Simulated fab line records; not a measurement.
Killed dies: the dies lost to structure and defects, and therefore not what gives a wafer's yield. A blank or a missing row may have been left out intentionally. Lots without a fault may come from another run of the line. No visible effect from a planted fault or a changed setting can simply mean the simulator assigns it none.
fab line records | flow nandHarc
record: lots: 24 wafers: 72 lastDay: 25
route steps=1159 shown A_WL_FILL@813 A_CONTACT@861
lots untouched by any fault: they come from a run of this same line in which no faults occurred
startH: start of the lot's first displayed wafer, in hours after the record's first day | waitH: hours since the lot's step before | " repeats the value in the row above | L1.1+2: a single row standing in for several wafers | - no value, or no start given | * or withheld: withheld | < > ~ a bound
route shown NAME@n: a module of which the file shows steps, and the number in the route of the first | usual: mean/standard deviation taken from wafers without a fault | same: alike in all rows | chamber/n: place in a boat | sites: per-site readings | _std_site: standard deviation of those values | _edge_site: the outer-site mean with the inner-site mean subtracted | radiusMm: for every site, how far away it sits from the centre of the wafer | mask NAME#n: copy n | behind: the last tool/chamber to shape the wafer | hold: the reason the lot was held/the length of the hold in hours/how it ended | device: the n, p or np transistor that did not switch | end of line: the route-end tests of the same wafers | a step given without rows: its recipe and nothing more | killed: at the first sort, the dies lost to defects and structure; wafer yield is something else | map: a wafer's dies, x killed, . not, _ none there
set.NAME: the setting that was run; set.NAME@STEP: the one run at that earlier step | model.NAME: the simulator's own value behind a step, which no gauge read
steps of the route over a sample of lots; a table a step, a row a wafer
services: when a tool's chamber went out of use (startH, in hours from the record's first day, below 0 if earlier), for how many hours, and the reason
== steps ==
step: NHARC_A_WL_FILL_CVD_03
recipe: targetThkA: 400 tempC: 300 pressureTorr: 40 wf6FlowSccm: 40 h2FlowSccm: 1600 arFlowSccm: 1560 timeS: 3302 material: W
usual: heaterPowerW: 438/62 mfcWf6Sccm: 40.00/0.11 throttleValvePct: 7.82/0.23
columns lot.wafer tool chamber startH waitH heaterPowerW mfcWf6Sccm throttleValvePct
L074.3 cvdW-01 1 326.24 1.4 470 40.11 8.06
L074.5 " 0 " " 382 40.02 7.66
L074.6 " 1 " " 464 40.12 8.16
L077.2 cvdW-02 0 334.07 0.3 388 39.87 7.81
L077.3 " 1 335.47 1.7 522 40.09 8.20
L077.5 " 0 " " 376 40.00 7.83
L075.2 cvdW-01 0 335.34 1.3 368 39.92 7.49
L075.3 " 1 336.75 2.7 468 39.85 8.06
L075.5 " 1 " " 465 39.80 7.93
L076.2 cvdW-02 0 342.87 2.8 382 39.91 7.63
L076.6 " 1 344.27 4.2 522 40.03 8.09
L076.5 " 0 " " 376 40.19 7.74
L078.2 cvdW-02 1 357.95 1.2 543 40.08 8.20
L078.3 " 1 " " 534 39.98 8.01
L078.6 " 1 " " 529 40.19 8.07
L079.1 cvdW-02 0 363.19 0.5 381 40.18 7.71
L079.4 " 1 " " 537 40.10 7.94
L079.6 " 0 365.09 2.4 383 40.11 7.68
L080.2 cvdW-01 1 391.43 7.7 471 39.96 7.90
L080.4 " 0 392.85 9.1 375 39.87 7.72
L080.5 " 1 " " 474 40.09 7.86
L081.1 cvdW-02 0 391.92 8.0 381 40.05 7.65
L081.4 " 0 " " 380 39.87 7.36
L081.6 " 0 " " 376 40.02 7.42
L083.1 cvdW-02 1 394.78 10.7 523 39.86 8.04
L083.2 " 0 " " 374 39.99 7.60
L083.5 " 1 396.67 12.6 526 39.93 7.75
L082.2 cvdW-01 1 395.76 9.2 467 40.02 8.25
L082.4 " 1 " " 485 39.92 8.19
L082.3 " 0 " " 381 39.88 7.77
L084.1 cvdW-01 1 399.03 3.7 471 40.03 8.03
L084.2 " 0 " " 369 39.80 7.83
L084.4 " 1 " " 477 40.04 8.27
L087.1 cvdW-02 1 405.17 0.1 511 40.23 7.99
L087.3 " 0 406.60 1.5 378 39.96 7.30
L087.5 " 0 " " 375 40.12 7.70
L085.1 cvdW-01 0 405.19 0.1 386 39.97 7.77
L085.3 " 1 406.60 1.5 474 40.02 7.67
L085.6 " 1 " " 478 39.94 7.79
L088.2 cvdW-02 0 408.02 2.7 381 39.94 7.46
L088.1 " 1 " " 519 40.03 7.81
L088.4 " 1 " " 514 39.96 7.89
L090.1 cvdW-02 0 428.75 7.8 385 40.08 7.66
L090.4 " 1 430.20 9.2 528 39.80 7.85
L090.6 " 1 " " 516 39.96 8.10
L086.3 cvdW-01 1 429.28 8.5 472 40.03 8.11
L086.5 " 1 " " 480 39.85 8.18
L086.6 " 0 " " 385 39.98 7.89
L089.2 cvdW-02 1 436.79 9.0 512 40.12 7.70
L089.4 " 1 " " 529 40.16 8.01
L089.5 " 1 " " 533 40.15 8.01
L093.1 cvdW-01 1 439.75 7.5 469 39.94 8.02
L093.4 " 1 " " 473 40.00 8.21
L093.5 " 1 " " 464 39.96 8.20
L092.1 cvdW-02 1 440.75 1.7 520 39.92 7.93
L092.4 " 1 " " 526 39.88 7.96
L092.3 " 0 " " 381 40.07 7.61
L091.2 cvdW-01 1 442.55 3.4 470 40.07 7.93
L091.1 " 0 " " 374 39.96 7.72
L091.3 " 1 " " 479 39.89 8.09
L095.2 cvdW-01 1 465.27 5.6 471 40.02 7.98
L095.6 " 1 467.17 7.5 480 39.98 7.97
L095.5 " 0 " " 384 39.97 7.65
L094.2 cvdW-01 1 468.11 8.4 470 39.84 8.39
L094.4 " 1 " " 473 39.83 8.24
L094.6 " 1 " " 480 39.95 8.03
L097.1 cvdW-01 0 470.98 10.9 377 39.95 7.71
L097.2 " 1 " " 483 40.11 7.87
L097.5 " 0 472.88 12.8 376 39.98 7.77
L096.1 cvdW-01 0 475.58 6.4 376 39.94 7.80
L096.6 " 1 477.00 7.8 462 40.13 8.08
L096.5 " 0 " " 389 39.94 7.87
step: NHARC_A_WL_FILL_CMP_12
recipe: tOverpolishS: 30 targetThkNm: 75
usual: motorCurrentA: 12.1/1.1 overpolishRunS: 30.000/0.0088 timeToEndpointS: 14.4/2.3
columns lot.wafer tool chamber startH waitH motorCurrentA overpolishRunS timeToEndpointS
L074.3 cmp-02 2 351.29 2.2 11.4 30.011 15.3
L074.6 " 2 " " 11.2 29.977 16.1
L074.5 " 3 " " 13.6 29.993 16.1
L075.3 cmp-02 2 358.72 2.9 11.3 30.018 12.1
L075.2 " 0 " " 12.2 29.998 11.4
L075.5 " 2 " " 12.6 29.993 14.1
L077.3 cmp-04 3 359.91 2.2 13.7 30.007 14.1
L077.2 " 1 " " 12.0 29.995 12.2
L077.5 " 3 " " 13.7 29.983 10.7
L076.2 cmp-01 3 370.32 4.3 11.2 29.989 13.2
L076.5 " 3 " " 10.9 30.008 15.2
L076.6 " 0 " " 13.0 30.020 14.7
L078.2 cmp-01 2 384.75 4.4 12.1 29.984 13.3
L078.3 " 3 " " 10.8 30.004 10.7
L078.6 " 2 " " 11.8 30.018 12.8
L079.1 cmp-02 1 391.12 4.4 12.6 29.989 14.0
L079.4 " 2 " " 12.0 30.008 15.1
L079.6 " 1 " " 13.3 30.008 13.7
L081.1 cmp-01 2 416.69 3.6 11.5 30.007 14.7
L081.4 " 3 " " 11.2 29.996 12.3
L081.6 " 0 " " 12.7 30.000 13.2
L083.2 cmp-04 3 420.93 4.3 13.5 30.007 18.2
L083.1 " 1 " " 11.8 29.988 17.8
L083.5 " 0 " " 11.5 29.997 16.9
L080.2 cmp-01 1 425.20 4.3 10.0 29.996 21.3
L080.4 " 3 " " 11.0 30.009 21.8
L080.5 " 1 " " 9.9 30.007 22.4
L082.2 cmp-04 3 429.08 4.3 13.9 29.995 15.5
L082.4 " 1 " " 12.1 30.012 15.4
L082.3 " 2 " " 11.4 30.007 14.8
L084.2 cmp-02 2 429.51 3.6 11.5 30.002 14.3
L084.4 " 3 " " 13.2 29.994 13.3
L084.1 " 0 " " 12.3 29.997 14.5
L088.4 cmp-01 2 436.20 2.9 12.1 30.005 13.0
L088.1 " 3 " " 10.7 29.997 14.2
L088.2 " 1 " " 9.7 30.008 16.7
L085.3 cmp-02 1 436.65 2.2 13.3 29.988 11.3
L085.1 " 2 " " 11.8 30.005 12.1
L085.6 " 1 " " 12.2 30.000 11.2
L087.3 cmp-02 0 440.54 2.2 12.1 30.002 14.4
L087.1 " 1 " " 13.4 29.995 12.1
L087.5 " 0 " " 11.9 29.997 12.8
L086.3 cmp-02 3 453.76 3.0 13.3 29.985 16.2
L086.6 " 0 " " 11.7 30.008 13.6
L086.5 " 1 " " 13.0 30.011 14.2
L090.1 cmp-04 2 457.26 7.9 12.1 29.996 18.1
L090.4 " 0 " " 11.6 30.004 17.8
L090.6 " 1 " " 11.6 29.986 16.2
L089.4 cmp-01 2 461.30 2.9 12.3 30.021 13.1
L089.2 " 3 " " 10.7 30.000 9.8
L089.5 " 0 " " 14.2 30.015 10.5
L093.4 cmp-02 2 466.03 2.9 11.4 29.988 13.1
L093.1 " 3 " " 13.8 30.004 10.9
L093.5 " 1 " " 13.0 30.005 11.8
L092.4 cmp-01 1 470.35 3.6 9.9 30.014 11.8
L092.1 " 2 " " 12.3 30.017 13.7
L092.3 " 0 " " 13.7 29.994 13.7
L091.3 cmp-04 0 474.70 2.9 11.5 30.000 14.4
L091.1 " 1 " " 12.0 30.000 16.6
L091.2 " 2 " " 11.9 30.009 13.2
L095.2 cmp-04 3 495.91 3.6 13.7 30.000 14.8
L095.6 " 3 " " 13.9 30.004 16.9
L095.5 " 0 " " 11.2 29.995 14.9
L097.1 cmp-02 0 497.29 3.6 11.7 29.986 15.0
L097.2 " 3 " " 13.1 30.000 13.1
L097.5 " 1 " " 13.0 29.985 14.7
L094.4 cmp-01 2 500.23 2.9 12.3 29.997 15.0
L094.2 " 0 " " 13.0 29.987 15.6
L094.6 " 1 " " 10.2 29.995 16.5
L096.1 cmp-02 3 506.21 3.6 13.6 29.992 13.8
L096.5 " 3 " " 13.7 30.008 13.5
L096.6 " 0 " " 11.1 30.017 13.9
step: NHARC_A_CONTACT_ETCH_51
recipe: targetDepthA: 36000 overEtchFrac: 0.3 timeS: 936 ionEnergyEv: 150 o2FlowSccm: 400 cosFlowSccm: 20 arFlowSccm: 0 rfW: 500 biasW: 300 chemistry: O2/COS
usual: biasW: 299.9/0.87 drypumpMotorCurrentA: 5.7/0.44 oesProductAu: 1.000/0.0078 rfVppV: 314.6/2 showerheadPlenumPTorr: 3.16/0.13 throttleValvePct: 28.331/0.009
columns lot.wafer tool chamber startH waitH biasW drypumpMotorCurrentA oesProductAu rfHoursCounterH rfVppV showerheadPlenumPTorr throttleValvePct
L074.3 rieDiel-04 3 - - 299.8 5.3 0.997 11 316.0 3.28 28.342
L074.5 " 1 " " 300.1 5.6 0.997 - 313.9 3.12 28.325
L074.6 " 2 " " 300.3 6.5 1.008 - 312.4 2.98 28.332
L075.3 rieDiel-04 1 - - 299.1 5.7 1.000 13 314.4 3.12 28.341
L075.2 " 0 " " 299.8 5.7 1.019 14 316.5 3.24 28.337
L075.5 " 2 " " 300.5 6.5 1.014 - 312.7 2.98 28.338
L077.2 rieDiel-04 0 - - 300.7 5.7 1.004 15 315.1 3.24 28.317
L077.3 " 2 " " 301.2 6.4 1.004 14 312.8 2.98 28.333
L077.5 " 0 " " 300.8 5.8 1.012 - 316.0 3.24 28.331
L076.2 rieDiel-04 2 - - 300.0 6.6 1.004 16 311.2 2.98 28.332
L076.5 " 2 " " 300.3 6.6 0.997 - 310.2 2.98 28.326
L076.6 " 3 " " 299.2 5.3 0.993 - 315.3 3.27 28.338
L078.2 rieDiel-04 3 - - 301.0 5.3 0.990 18 316.0 3.27 28.324
L078.3 " 0 " " 298.3 5.7 1.001 18 316.6 3.24 28.318
L078.6 " 1 " " 301.4 5.6 1.007 - 314.6 3.12 28.343
L079.1 rieDiel-10 2 - - 298.9 6.1 1.002 13 315.7 3.26 28.336
L079.4 " 0 " " 299.4 5.3 1.002 10 311.8 2.94 28.345
L079.6 " 2 " " 299.2 6.1 1.006 - 316.9 3.26 28.335
L081.1 rieDiel-04 3 - - 298.4 5.3 1.002 21 317.2 3.27 28.323
L081.4 " 1 " " 301.7 5.7 1.008 22 315.0 3.12 28.315
L081.6 " 3 " " 298.7 5.3 0.998 - 316.7 3.27 28.356
L083.2 rieDiel-04 2 - - 298.4 6.6 0.999 22 312.4 2.98 28.338
L083.1 " 3 " " 299.3 5.3 0.995 22 316.5 3.27 28.325
L083.5 " 1 " " 300.6 5.7 0.999 - 314.2 3.12 28.331
L080.2 rieDiel-04 0 - - 299.6 5.7 0.997 23 316.3 3.24 28.328
L080.4 " 1 " " 301.5 5.7 0.986 23 314.5 3.12 28.313
L080.5 " 0 " " 298.6 5.7 0.993 - 315.6 3.24 28.326
L082.4 rieDiel-10 2 - - 299.6 6.1 0.999 24 316.6 3.25 28.321
L082.2 " 3 " " 300.6 5.3 1.008 22 315.9 3.21 28.328
L082.3 " 0 " " 300.1 5.2 1.003 21 311.6 2.94 28.337
L084.4 rieDiel-04 0 - - 299.9 5.7 0.990 25 315.4 3.24 28.313
L084.2 " 1 " " 300.7 5.7 1.004 25 313.8 3.12 28.315
L084.1 " 2 " " 297.6 6.6 1.011 24 310.6 2.97 28.317
L088.1 rieDiel-04 2 - - 300.0 6.6 1.004 26 312.6 2.97 28.331
L088.2 " 3 " " 300.6 5.3 1.004 26 316.0 3.27 28.348
L088.4 " 1 " " 300.3 5.7 1.001 27 314.1 3.12 28.340
L085.1 rieDiel-04 0 - - 299.8 5.7 1.000 27 315.9 3.24 28.329
L085.3 " 1 " " 300.7 5.7 1.002 27 314.6 3.12 28.339
L085.6 " 1 " " 300.8 5.7 0.992 - 312.8 3.12 28.349
L087.1 rieDiel-01 0 - - 301.5 5.6 1.019 52 311.4 2.98 28.324
L087.3 " 1 " " 300.9 6.0 1.010 52 317.4 3.21 28.327
L087.5 " 0 " " 299.4 5.6 1.021 - 311.7 2.98 28.338
L086.3 rieDiel-04 0 - - 300.0 5.7 0.993 31 315.5 3.23 28.340
L086.5 " 0 " " 300.2 5.8 1.008 - 316.0 3.23 28.332
L086.6 " 1 " " 299.6 5.7 0.985 - 313.4 3.11 28.321
L090.1 rieDiel-04 1 - - 299.4 5.6 0.999 32 313.0 3.11 28.326
L090.4 " 1 " " 299.9 5.7 1.003 - 315.1 3.11 28.339
L090.6 " 0 " " 300.4 5.7 1.008 - 316.2 3.23 28.329
L089.2 rieDiel-01 3 - - 299.5 5.0 1.019 62 317.2 3.34 28.323
L089.5 " 1 " " 301.8 6.0 1.000 - 314.1 3.21 28.309
L089.4 " 3 " " 300.5 5.0 1.003 - 317.3 3.34 28.341
L093.4 rieDiel-01 0 - - 300.0 5.6 0.998 61 311.5 2.97 28.347
L093.1 " 1 " " 300.0 6.0 1.002 61 315.4 3.21 28.326
L093.5 " 0 " " 299.5 5.6 1.007 - 313.3 2.97 28.335
L092.3 rieDiel-10 2 - - 300.8 6.1 1.000 42 316.4 3.25 28.322
L092.1 " 3 " " 300.7 5.3 1.001 40 315.0 3.20 28.343
L092.4 " 0 " " 298.7 5.2 0.996 36 312.7 2.93 28.326
L091.2 rieDiel-04 3 - - 300.0 5.3 1.001 1 315.0 3.26 28.326
L091.3 " 1 " " 300.6 5.6 1.014 1 313.7 3.11 28.333
L091.1 " 2 " " 299.7 6.6 1.002 1 313.1 2.97 28.332
L095.2 rieDiel-04 0 - - 300.0 5.7 0.991 4 316.0 3.23 28.324
L095.6 " 0 " " 299.6 5.7 0.991 - 316.6 3.23 28.333
L095.5 " 1 " " 300.5 5.7 0.991 - 312.9 3.11 28.341
L097.2 rieDiel-04 1 - - 299.4 5.7 0.999 5 315.5 3.11 28.327
L097.1 " 3 " " 300.7 5.3 0.998 4 316.9 3.26 28.329
L097.5 " 0 " " 298.6 5.7 0.996 - 315.4 3.23 28.341
L094.2 rieDiel-04 2 - - 299.1 6.6 0.998 5 312.9 2.97 28.331
L094.4 " 1 " " 300.2 5.6 0.989 6 313.8 3.11 28.335
L094.6 " 3 " " 299.5 5.3 1.004 - 317.2 3.26 28.333
L096.1 rieDiel-01 0 - - 300.0 5.6 0.998 5 313.4 2.97 28.331
L096.6 " 2 " " 300.2 5.4 0.999 - 310.1 2.93 28.336
L096.5 " 3 " " 300.0 5.0 0.986 - 316.2 3.33 28.345
step: NHARC_A_CONTACT_ETCH_121
recipe: sourceW: withheld pressureMtorr: 20 biasV: 3000 timeS: 94 targetDepthA: 9220 arFlowSccm: withheld c4f8FlowSccm: withheld o2FlowSccm: withheld chemistry: C4F8/O2/Ar
columns lot.wafer tool chamber startH waitH rfHoursCounterH
L074.3 harCapEtch-01 0 358.30 0.1 -
L074.5 " 1 " " -
L074.6 " 0 " " -
L075.2 harCapEtch-01 1 368.66 0.1 57
L075.3 " 1 " " -
L075.5 " 1 " " -
L077.2 harCapEtch-03 1 370.82 0.1 84
L077.3 " 0 " " -
L077.5 " 0 " " -
L076.2 harCapEtch-03 1 379.54 0.1 85
L076.6 " 0 " " -
L076.5 " 1 " " -
L078.2 harCapEtch-02 1 391.37 0.1 13
L078.3 " 1 " " -
L078.6 " 0 " " -
L079.1 harCapEtch-03 1 397.70 0.1 88
L079.4 " 1 " " -
L079.6 " 1 " " -
L081.1 harCapEtch-01 0 424.85 0.1 65
L081.4 " 0 " " -
L081.6 " 1 " " -
L083.2 harCapEtch-03 0 427.48 0.1 91
L083.1 " 1 " " 91
L083.5 " 1 " " -
L080.2 harCapEtch-02 1 431.67 0.1 17
L080.4 " 1 " " -
L080.5 " 1 " " -
L082.2 harCapEtch-02 0 435.86 0.1 18
L082.3 " 0 " " -
L082.4 " 1 " " -
L084.2 harCapEtch-01 0 436.15 0.1 68
L084.1 " 1 " " 68
L084.4 " 1 " " -
L088.1 harCapEtch-02 0 443.00 0.1 20
L088.2 " 1 " " 20
L088.4 " 0 " " -
L085.1 harCapEtch-03 1 444.77 0.1 94
L085.3 " 0 " " -
L085.6 " 1 " " -
L087.1 harCapEtch-03 1 447.43 0.1 96
L087.3 " 1 " " -
L087.5 " 0 " " -
L086.3 harCapEtch-01 1 460.92 0.1 -
L086.5 " 1 " " -
L086.6 " 0 " " -
L090.1 harCapEtch-02 1 465.07 0.1 26
L090.4 " 1 " " -
L090.6 " 0 " " -
L089.2 harCapEtch-03 1 468.70 0.1 99
L089.4 " 0 " " -
L089.5 " 0 " " -
L093.1 harCapEtch-01 0 473.28 0.1 76
L093.4 " 0 " " -
L093.5 " 1 " " -
L092.1 harCapEtch-01 1 477.73 0.1 77
L092.3 " 0 " " -
L092.4 " 1 " " -
L091.2 harCapEtch-01 0 481.40 0.1 79
L091.1 " 1 " " 79
L091.3 " 1 " " -
L095.2 harCapEtch-03 1 502.57 0.1 104
L095.6 " 0 " " -
L095.5 " 1 " " -
L097.1 harCapEtch-02 1 504.26 0.1 33
L097.2 " 0 " " 33
L097.5 " 0 " " -
L094.2 harCapEtch-01 0 507.05 0.1 81
L094.4 " 1 " " -
L094.6 " 1 " " -
L096.1 harCapEtch-01 1 512.80 0.1 82
L096.6 " 0 " " -
L096.5 " 1 " " -
step: NHARC_A_CONTACT_STRIP_55
recipe: o2FlowSccm: 500 arFlowSccm: 0 biasW: 0 chemistry: O2
usual: drypumpMotorCurrentA: 5.7/0.44 oesProductAu: 1.003/0.0067 rfVppV: 57.8/0.91 showerheadPlenumPTorr: 3.56/0.16 throttleValvePct: 17.037/0.0087
same: biasW: 0
columns lot.wafer tool chamber startH waitH drypumpMotorCurrentA oesProductAu rfHoursCounterH rfVppV showerheadPlenumPTorr throttleValvePct
L074.3 rieDiel-04 3 - - 5.3 0.999 12 57.5 3.70 17.039
L074.6 " 0 " " 5.7 1.010 - 58.6 3.66 17.039
L074.5 " 1 " " 5.7 1.001 - 58.3 3.53 17.024
L075.3 rieDiel-04 3 - - 5.3 0.999 14 56.3 3.70 17.022
L075.2 " 0 " " 5.7 1.012 15 59.1 3.66 17.043
L075.5 " 0 " " 5.7 0.997 - 57.5 3.66 17.047
L077.3 rieDiel-04 2 - - 6.6 1.012 14 56.6 3.37 17.046
L077.2 " 1 " " 5.7 1.001 15 57.3 3.53 17.058
L077.5 " 2 " " 6.6 1.000 - 58.3 3.37 17.023
L076.2 rieDiel-04 2 - - 6.6 1.006 17 58.5 3.37 17.031
L076.6 " 1 " " 5.7 1.011 - 57.5 3.53 17.047
L076.5 " 2 " " 6.6 1.016 - 58.0 3.37 17.041
L078.3 rieDiel-04 3 - - 5.3 1.006 18 57.9 3.70 17.035
L078.2 " 0 " " 5.7 1.001 19 58.1 3.66 17.031
L078.6 " 2 " " 6.6 0.999 - 58.6 3.37 17.045
L079.1 rieDiel-01 3 - - 5.0 1.007 34 57.1 3.79 17.058
L079.4 " 0 " " 5.6 1.002 32 56.7 3.38 17.029
L079.6 " 1 " " 6.0 1.006 - 59.7 3.64 17.034
L081.1 rieDiel-10 3 - - 5.3 1.003 19 57.2 3.63 17.034
L081.6 " 1 " " 5.5 1.003 - 57.7 3.76 17.044
L081.4 " 0 " " 5.2 1.007 - 56.5 3.32 17.035
L083.1 rieDiel-01 3 - - 5.0 1.005 47 59.0 3.78 17.033
L083.2 " 0 " " 5.6 1.011 44 58.3 3.37 17.038
L083.5 " 1 " " 6.0 0.992 - 57.7 3.64 17.045
L080.4 rieDiel-01 3 - - 5.0 1.010 49 59.5 3.78 17.039
L080.2 " 0 " " 5.6 1.015 46 57.2 3.37 17.045
L080.5 " 3 " " 5.0 1.004 - 59.0 3.78 17.026
L082.4 rieDiel-04 1 - - 5.7 0.998 26 58.5 3.52 17.044
L082.2 " 2 " " 6.6 0.992 25 58.4 3.36 17.032
L082.3 " 3 " " 5.3 0.999 25 57.9 3.69 17.020
L084.1 rieDiel-04 0 - - 5.7 1.006 26 58.5 3.66 17.035
L084.4 " 1 " " 5.7 1.001 26 57.5 3.52 17.032
L084.2 " 2 " " 6.6 1.011 25 57.0 3.36 17.025
L088.4 rieDiel-10 3 - - 5.3 1.005 26 57.4 3.63 17.034
L088.1 " 1 " " 5.4 1.009 29 56.8 3.76 17.036
L088.2 " 2 " " 6.1 1.000 28 57.3 3.67 17.038
L085.3 rieDiel-04 0 - - 5.8 1.001 29 57.6 3.66 17.040
L085.1 " 3 " " 5.3 0.993 28 57.5 3.69 17.035
L085.6 " 1 " " 5.7 1.000 - 57.8 3.52 17.041
L087.1 rieDiel-04 3 - - 5.3 1.004 28 58.3 3.69 17.041
L087.3 " 1 " " 5.6 1.005 28 57.6 3.52 17.040
L087.5 " 2 " " 6.6 1.011 - 55.2 3.36 17.044
L086.3 rieDiel-10 3 - - 5.3 1.002 33 57.3 3.62 17.038
L086.6 " 2 " " 6.1 1.005 - 57.6 3.67 17.051
L086.5 " 3 " " 5.3 0.992 - 57.1 3.62 17.057
L090.1 rieDiel-10 3 - - 5.3 1.004 35 57.4 3.62 17.052
L090.6 " 3 " " 5.3 0.994 - 58.9 3.62 17.040
L090.4 " 1 " " 5.5 1.006 - 56.9 3.75 17.032
L089.4 rieDiel-01 0 - - 5.6 1.017 61 59.2 3.36 17.027
L089.2 " 1 " " 6.0 1.008 61 58.3 3.63 17.041
L089.5 " 3 " " 5.1 1.003 - 59.0 3.77 17.040
L093.4 rieDiel-10 1 - - 5.4 1.003 43 57.9 3.75 17.026
L093.1 " 3 " " 5.3 0.996 40 58.0 3.62 17.036
L093.5 " 1 " " 5.4 1.006 - 59.7 3.75 17.036
L092.4 rieDiel-01 1 - - 6.0 1.005 63 59.4 3.62 17.041
L092.3 " 2 " " 5.4 1.016 47 57.4 3.32 17.047
L092.1 " 0 " " 5.6 1.002 63 57.6 3.36 17.050
L091.2 rieDiel-04 3 - - 5.3 0.989 2 59.8 3.69 17.031
L091.3 " 0 " " 5.7 0.998 2 56.3 3.65 17.047
L091.1 " 1 " " 5.7 1.000 1 58.1 3.52 17.043
L095.2 rieDiel-01 1 - - 6.0 1.001 2 57.8 3.62 17.040
L095.6 " 3 " " 5.0 0.993 - 57.9 3.77 17.033
L095.5 " 0 " " 5.6 0.990 - 58.1 3.36 17.044
L097.2 rieDiel-10 3 - - 5.3 1.002 52 58.4 3.61 17.038
L097.1 " 1 " " 5.4 1.006 51 58.7 3.74 17.046
L097.5 " 2 " " 6.1 1.010 - 58.2 3.66 17.040
L094.4 rieDiel-04 3 - - 5.3 1.006 5 57.7 3.68 17.030
L094.2 " 2 " " 6.5 1.001 5 58.5 3.36 17.036
L094.6 " 0 " " 5.7 1.004 - 60.4 3.65 17.037
L096.1 rieDiel-04 2 - - 6.5 0.999 6 57.8 3.36 17.033
L096.6 " 2 " " 6.5 1.005 - 56.8 3.36 17.039
L096.5 " 3 " " 5.3 0.998 - 57.2 3.68 17.033
step: NHARC_A_CONTACT_DEP_57
recipe: targetThkA: 28000 tempC: 400 material: aC
usual: throttleValvePct: 35.001/0.0098
columns lot.wafer tool chamber startH waitH throttleValvePct
L074.3 aclDep-02 0 365.08 - 35.012
L074.5 " 0 " " 34.998
L074.6 " 0 " " 34.999
L075.2 aclDep-02 0 373.73 - 34.997
L075.3 " 0 " " 35.017
L075.5 " 0 " " 34.998
L077.2 aclDep-02 0 375.44 - 35.003
L077.3 " 0 " " 34.985
L077.5 " 0 " " 34.999
L076.2 aclDep-01 0 381.93 - 35.007
L076.5 " 0 " " 35.026
L076.6 " 0 " " 34.999
L078.2 aclDep-01 0 393.58 - 34.987
L078.3 " 0 " " 35.000
L078.6 " 0 " " 35.012
L079.1 aclDep-03 0 399.71 - 34.999
L079.4 " 0 " " 35.002
L079.6 " 0 " " 34.997
L081.1 aclDep-02 0 427.85 - 35.007
L081.4 " 0 " " 34.999
L081.6 " 0 " " 35.007
L083.1 aclDep-02 0 429.55 - 34.994
L083.2 " 0 " " 35.004
L083.5 " 0 " " 35.005
L080.2 aclDep-03 0 434.51 - 34.990
L080.4 " 0 " " 35.001
L080.5 " 0 " " 34.992
L084.1 aclDep-02 0 440.04 - 34.992
L084.2 " 0 " " 34.985
L084.4 " 0 " " 35.013
L082.2 aclDep-03 0 440.16 - 34.989
L082.3 " 0 " " 35.010
L082.4 " 0 " " 35.004
L088.1 aclDep-02 0 444.96 - 35.017
L088.2 " 0 " " 34.983
L088.4 " 0 " " 35.007
L085.1 aclDep-03 0 448.21 - 34.997
L085.3 " 0 " " 35.010
L085.6 " 0 " " 35.009
L087.1 aclDep-01 0 450.49 - 35.005
L087.3 " 0 " " 35.013
L087.5 " 0 " " 34.990
L086.3 aclDep-01 0 463.53 - 34.995
L086.5 " 0 " " 35.008
L086.6 " 0 " " 35.007
L090.1 aclDep-01 0 467.77 - 34.999
L090.4 " 0 " " 34.993
L090.6 " 0 " " 34.992
L089.2 aclDep-01 0 472.51 - 35.002
L089.4 " 0 " " 35.006
L089.5 " 0 " " 35.023
L093.1 aclDep-03 0 475.34 - 35.004
L093.4 " 0 " " 34.990
L093.5 " 0 " " 35.006
L092.1 aclDep-03 0 485.94 - 35.015
L092.3 " 0 " " 35.001
L092.4 " 0 " " 35.016
L091.1 aclDep-01 0 489.68 - 34.985
L091.2 " 0 " " 35.011
L091.3 " 0 " " 34.995
L095.2 aclDep-02 0 505.04 - 34.983
L095.5 " 0 " " 35.009
L095.6 " 0 " " 35.001
L097.1 aclDep-03 0 506.41 - 35.015
L097.2 " 0 " " 35.003
L097.5 " 0 " " 35.004
L094.2 aclDep-02 0 509.87 - 35.004
L094.4 " 0 " " 34.985
L094.6 " 0 " " 34.991
L096.1 aclDep-01 0 515.03 - 35.015
L096.5 " 0 516.18 - 35.000
L096.6 " 0 " " 35.011
== services ==
columns tool chamber startH hours kind
cmp-02 - 311.00 0.5 repair
rieDiel-01 - 315.10 9.0 pm
rieDiel-04 - 318.90 0.3 repair
cmp-02 - 324.50 4.0 pm
rieDiel-04 - 343.56 0.6 repair
aclDep-02 - 349.60 13.0 pm
rieDiel-10 - 353.50 9.0 pm
rieDiel-01 2 370.60 14.2 repair
cvdW-02 - 378.92 13.0 pm
cmp-02 - 388.52 1.0 repair
rieDiel-04 - 393.64 0.7 repair
cmp-02 - 422.50 4.0 pm
rieDiel-10 2 423.51 3.3 repair
rieDiel-01 0 453.61 3.1 repair
rieDiel-01 2 458.27 8.7 repair
rieDiel-04 - 465.95 9.0 pm
cmp-02 - 473.90 2.3 repair
cvdW-01 - 477.95 13.0 pm
cmp-02 - 481.60 12.2 repair
cvdW-02 - 489.51 0.7 repair
rieDiel-01 - 492.10 9.0 pm
cmp-02 - 494.38 0.8 repair
cvdW-01 0 496.70 7.5 repair
rieDiel-01 2 504.88 3.7 repair
== key ==
fault none
